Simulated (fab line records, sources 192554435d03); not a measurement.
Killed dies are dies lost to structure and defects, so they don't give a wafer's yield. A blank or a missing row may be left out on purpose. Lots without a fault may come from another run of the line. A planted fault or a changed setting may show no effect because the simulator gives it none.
Which tool did it? | flow n5_finfet | 10 lots, 26 wafers sampled, at 7 steps of a route of 1938

WHAT THE GAUGES READ, wafer by wafer
N5_DUMMY_GATE_CD_MEAS_50: target cd 14 nm. Usual: cd_nm 13.8 nm, standard deviation 0.53.
lot  | measured    | on        | cd_nm (nm)     | flag
L166 | day 3 09:50 | cd_sem-03 | 13.0 13.5 13.3 |
L167 | day 3 15:37 | cd_sem-02 | 14.4 14.0      |
L168 | day 3 22:07 | cd_sem-01 | 13.4 13.0 12.9 |
L177 | day 6 07:59 | cd_sem-03 | 14.4 17.6 13.2 |
L180 | day 6 22:58 | cd_sem-03 | 13.8 14.3      |
L181 | day 7 03:38 | cd_sem-01 | 12.8 14.0      |
L182 | day 7 09:53 | cd_sem-01 | 13.6 14.0 13.4 |
L183 | day 7 15:49 | cd_sem-03 | 13.6 14.5      |
L184 | day 8 01:18 | cd_sem-03 | 13.9 13.8 13.5 |
L187 | day 8 18:59 | cd_sem-03 | 13.6 14.5 13.1 |

N5_DUMMY_GATE_CD_MEAS_24: target cd 15 nm. Usual: cd_nm 14.7 nm, standard deviation 0.52.
lot  | measured    | on        | cd_nm (nm)     | flag
L166 | day 3 10:20 | cd_sem-01 | 13.7 14.5 14.4 |
L167 | day 3 16:06 | cd_sem-03 | 15.6 14.5      |
L168 | day 3 22:37 | cd_sem-03 | 14.2 14.4 14.0 |
L177 | day 6 08:29 | cd_sem-02 | 15.8 18.9 14.7 | OFF
L180 | day 6 23:33 | cd_sem-01 | 14.4 15.0      |
L181 | day 7 04:19 | cd_sem-03 | 14.0 14.6      |
L182 | day 7 10:22 | cd_sem-01 | 14.9 15.6 14.2 |
L183 | day 7 16:27 | cd_sem-02 | 14.7 15.4      |
L184 | day 8 01:52 | cd_sem-03 | 14.0 15.7 14.5 |
L187 | day 8 19:31 | cd_sem-01 | 14.3 15.5 14.0 |

N5_BEOL_M4_RC_MEAS_101. Usual: DIBL_N 37.7 mV/V, standard deviation 2; DIBL_P 37.7 mV/V, standard deviation 2.3; IOFF_N 0.18 nA/um, standard deviation 0.039; IOFF_P 0.23 nA/um, standard deviation 0.042; ION_N 681 uA/um, standard deviation 12; ION_P 463 uA/um, standard deviation 8; SS_N 71.9 mV/dec, standard deviation 0.68; SS_P 73.6 mV/dec, standard deviation 0.71; VT_N 248 mV, standard deviation 3.2; VT_P -249 mV, standard deviation 3.1.
lot  | measured     | on        | DIBL_N (mV/V)  | DIBL_P (mV/V)  | IOFF_N (nA/um) | IOFF_P (nA/um) | ION_N (uA/um) | ION_P (uA/um) | SS_N (mV/dec)  | SS_P (mV/dec)  | VT_N (mV)   | VT_P (mV)      | flag
L166 | day 12 01:04 | prober-02 | 42.7 36.7 42.0 | 41.4 34.8 40.6 | 0.26 0.13 0.25 | 0.31 0.18 0.30 | 704 672 707   | 480 465 482   | 73.3 71.3 72.9 | 74.6 72.9 74.4 | 244 254 245 | -245 -254 -247 |
L167 | day 12 12:42 | prober-02 | 38.0 37.4      | 37.0 37.3      | 0.19 0.16      | 0.20 0.21      | 692 681       | 462 459       | 71.4 71.2      | 73.3 73.3      | 247 249     | -252 -252      |
L168 | day 12 14:16 | prober-01 | 36.2 37.5 41.2 | 35.5 38.0 40.8 | 0.13 0.16 0.24 | 0.16 0.20 0.24 | 658 679 677   | 441 457 452   | 72.6 72.2 72.4 | 73.6 72.6 74.0 | 254 251 245 | -256 -254 -250 |
L177 | day 15 17:26 | prober-01 | 34.6 39.1      | 35.0 40.1      | 0.14 0.21      | 0.19 0.27      | 668 685       | 461 458       | 70.6 72.7      | 73.0 73.4      | 249 247     | -250 -248      |
L180 | day 15 22:14 | prober-02 | 37.4 36.1      | 38.8 37.4      | 0.16 0.15      | 0.23 0.20      | 663 674       | 454 456       | 71.4 71.9      | 74.0 73.9      | 254 252     | -251 -252      |
L181 | day 15 12:55 | prober-02 | 37.3 38.1      | 36.6 37.9      | 0.16 0.19      | 0.23 0.25      | 680 676       | 463 459       | 72.0 72.4      | 74.3 73.7      | 252 249     | -250 -246      |
L182 | day 16 00:22 | prober-01 | 38.0 37.0 39.6 | 36.7 35.4 38.5 | 0.18 0.16 0.20 | 0.22 0.20 0.24 | 665 677 681   | 457 462 463   | 71.2 71.2 72.0 | 73.7 73.1 74.4 | 248 248 246 | -250 -249 -251 |
L183 | day 16 18:10 | prober-01 | 38.2 33.5      | 38.9 32.8      | 0.19 0.11      | 0.24 0.16      | 685 674       | 466 461       | 71.8 70.6      | 73.5 72.8      | 246 254     | -248 -255      |
L184 | day 17 01:41 | prober-01 | 38.0 33.6 35.8 | 40.6 34.2 36.5 | 0.18 0.11 0.15 | 0.23 0.14 0.17 | 686 645 675   | 471 444 454   | 72.0 71.2 71.7 | 73.7 71.8 73.3 | 247 256 251 | -252 -253 -256 |
L187 | day 17 18:26 | prober-02 | 36.5 33.3 36.9 | 36.5 31.9 37.3 | 0.16 0.12 0.19 | 0.26 0.17 0.26 | 662 680 686   | 460 463 475   | 71.5 70.8 72.2 | 73.6 73.0 74.0 | 250 248 248 | -245 -251 -246 |

WHICH TOOL RAN EACH LOT (tool, then ch and the chambers of the sampled wafers, then the start)
lot  | N5_DUMMY_GATE_ALD_02             | N5_DUMMY_GATE_CMP_04         | N5_DUMMY_GATE_TRIM_49           | N5_SPACER0_ALD_07
L166 | ald_sin-04 ch 0,1, day 3 00:40   | cmp-02 ch 0,1, day 3 04:50   | rie_si-04 ch 0,1,2, day 3 09:41 | ald_sin-04 ch 0,2,3, day 3 10:39
L167 | ald_sin-01 ch 1,2, day 3 06:36   | cmp-04 ch 1, day 3 10:26     | rie_si-06 ch 0,3, day 3 15:27   | ald_sin-03 ch 0, day 3 16:43
L168 | ald_sin-01 ch 0,3, day 3 13:14   | cmp-03 ch 1,3, day 3 17:07   | rie_si-05 ch 0,1,2, day 3 21:58 | ald_sin-03 ch 1,2,3, day 4 00:58
L177 | ald_sin-01 ch 0,3, day 5 20:59   | cmp-03 ch 1,2, day 6 01:52   | rie_si-05 ch 1,2,3, day 6 07:50 | ald_sin-04 ch 3, day 6 08:49
L180 | ald_sin-02 ch 3, day 6 13:47     | cmp-04 ch 1,3, day 6 17:44   | rie_si-06 ch 1,3, day 6 22:46   | ald_sin-04 ch 0,2, day 7 00:26
L181 | ald_sin-04 ch 0,1, day 6 18:36   | cmp-03 ch 1,3, day 6 22:31   | rie_si-06 ch 3, day 7 03:28     | ald_sin-04 ch 0,2, day 7 04:49
L182 | ald_sin-04 ch 2,3, day 7 00:58   | cmp-03 ch 0,1,3, day 7 04:54 | rie_si-06 ch 1,2,3, day 7 09:43 | ald_sin-03 ch 1,2, day 7 10:41
L183 | ald_sin-04 ch 1,2, day 7 06:41   | cmp-03 ch 0,1, day 7 10:38   | rie_si-06 ch 0,1, day 7 15:37   | ald_sin-04 ch 0,1, day 7 16:50
L184 | ald_sin-04 ch 1,2,3, day 7 14:11 | cmp-04 ch 0,1,2, day 7 19:52 | rie_si-06 ch 0,1,2, day 8 01:07 | ald_sin-03 ch 0,1,2, day 8 02:17
L187 | ald_sin-04 ch 2,3, day 8 09:46   | cmp-03 ch 0,1, day 8 13:37   | rie_si-04 ch 0,2, day 8 18:49   | ald_sin-04 ch 0,1,3, day 8 19:55
- N5_DUMMY_GATE_ALD_02: deposits SiO2, target thk 2 nm, pulse time 1 s.
- N5_DUMMY_GATE_CMP_04: polishes a-Si.
- N5_DUMMY_GATE_TRIM_49: chemistry O2, time 29 s, target cd 14 nm.
- N5_SPACER0_ALD_07: deposits SiNx, target thk 2 nm.

WHAT THE TOOLS THEMSELVES READ (means of the sampled wafers that have a number; where no wafer has one, the mark that the record gives instead)
N5_DUMMY_GATE_ALD_02. Usual: heater_power_w 482 W, standard deviation 51; precursor_pulse_height_rel 1.000, standard deviation 0.02; susceptor_temp_C 300.00 C, standard deviation 0.18.
lot  | tool       | heater_power_w (W) | precursor_pulse_height_rel | susceptor_temp_C (C) | flag
L166 | ald_sin-04 | 444                | 0.998                      | 299.92               |
L167 | ald_sin-01 | 510                | 1.011                      | 300.26               |
L168 | ald_sin-01 | 510                | 0.995                      | 300.03               |
L177 | ald_sin-01 | 508                | 1.013                      | 299.89               |
L180 | ald_sin-02 | 400                | 0.974                      | 299.76               |
L181 | ald_sin-04 | 454                | 0.970                      | 300.19               |
L182 | ald_sin-04 | 483                | 1.007                      | 299.72               |
L183 | ald_sin-04 | 496                | 0.976                      | 299.96               |
L184 | ald_sin-04 | 482                | 0.996                      | 300.00               |
L187 | ald_sin-04 | 486                | 1.003                      | 299.81               |

N5_DUMMY_GATE_CMP_04. Usual: motor_current_A 10.0 A, standard deviation 0.88; pad_life_wafers 1066, standard deviation 340; time_to_endpoint_s 11.9 s, standard deviation 2.7.
lot  | tool   | motor_current_A (A) | pad_life_wafers | time_to_endpoint_s (s) | flag
L166 | cmp-02 | 8.5                 | 1147            | 10.5                   |
L167 | cmp-04 | 11.0                | 480             | 11.4                   |
L168 | cmp-03 | 10.2                | 608             | 17.5                   |
L177 | cmp-03 | 10.1                | 1004            | 10.9                   |
L180 | cmp-04 | 10.4                | 1005            | 11.8                   |
L181 | cmp-03 | 10.6                | 1238            | 12.9                   |
L182 | cmp-03 | 10.7                | 1329            | 10.3                   |
L183 | cmp-03 | 10.2                | 1401            | 14.1                   |
L184 | cmp-04 | 10.1                | 1136            | 11.3                   |
L187 | cmp-03 | 10.3                | 1670            | 12.0                   |

N5_DUMMY_GATE_TRIM_49. Usual: drypump_motor_current_A 5.8 A, standard deviation 0.39; oes_product_au 0.999 a.u., standard deviation 0.019; throttle_valve_pct 8.15 %, standard deviation 0.18.
lot  | tool      | drypump_motor_current_A (A) | oes_product_au (a.u.) | throttle_valve_pct (%) | flag
L166 | rie_si-04 | 5.7                         | 1.011                 | 8.14                   |
L167 | rie_si-06 | 5.9                         | 0.990                 | 8.27                   |
L168 | rie_si-05 | 5.7                         | 1.000                 | 8.16                   |
L177 | rie_si-05 | 5.5                         | 0.918                 | 8.29                   | OFF
L180 | rie_si-06 | 5.8                         | 0.984                 | 8.15                   |
L181 | rie_si-06 | 5.7                         | 0.980                 | 8.21                   |
L182 | rie_si-06 | 5.9                         | 0.974                 | 8.03                   |
L183 | rie_si-06 | 6.0                         | 0.986                 | 8.24                   |
L184 | rie_si-06 | 6.0                         | 0.982                 | 8.08                   |
L187 | rie_si-04 | 6.0                         | 1.025                 | 8.17                   |

N5_SPACER0_ALD_07. Usual: heater_power_w 838 W, standard deviation 61; susceptor_temp_C 400.02 C, standard deviation 0.24.
lot  | tool       | heater_power_w (W) | susceptor_temp_C (C) | flag
L166 | ald_sin-04 | 824                | 399.91               |
L167 | ald_sin-03 | 774                | 399.63               |
L168 | ald_sin-03 | 856                | 400.01               |
L177 | ald_sin-04 | 810                | 400.35               |
L180 | ald_sin-04 | 864                | 399.99               |
L181 | ald_sin-04 | 854                | 400.13               |
L182 | ald_sin-03 | 856                | 400.00               |
L183 | ald_sin-04 | 818                | 399.80               |
L184 | ald_sin-03 | 824                | 400.00               |
L187 | ald_sin-04 | 816                | 399.93               |

THE ANSWER, worked out from the rows above alone
Rule: a lot is off if the mean of its wafers that have a number lies more than 3 standard deviations from the usual mean. A lot without any number at a reading at which 4 lots or more have one is off too. The other lots that the step has rows for count as sound. The gauges are gone through in route order, then the tools' own readings, and for those a lot's mean is taken as printed above. The first step at which some lot is off is used, and at that step the reading that is off furthest; a lot without a number counts as furthest.
Off: L177, at N5_DUMMY_GATE_CD_MEAS_24 (cd_nm).
A tool fits if, at a process step before that reading, it ran every lot that is off, and no sound lot after the first of them. The gauges at N5_DUMMY_GATE_CD_MEAS_24 aren't tried: what is off there is off at N5_DUMMY_GATE_TRIM_49 too, on other tools, and a gauge's error can't cause that. Can't be told from this: 2 tools fit, ald_sin-01 at N5_DUMMY_GATE_ALD_02, rie_si-05 at N5_DUMMY_GATE_TRIM_49.

WHAT THE SIMULATOR HAD PUT IN
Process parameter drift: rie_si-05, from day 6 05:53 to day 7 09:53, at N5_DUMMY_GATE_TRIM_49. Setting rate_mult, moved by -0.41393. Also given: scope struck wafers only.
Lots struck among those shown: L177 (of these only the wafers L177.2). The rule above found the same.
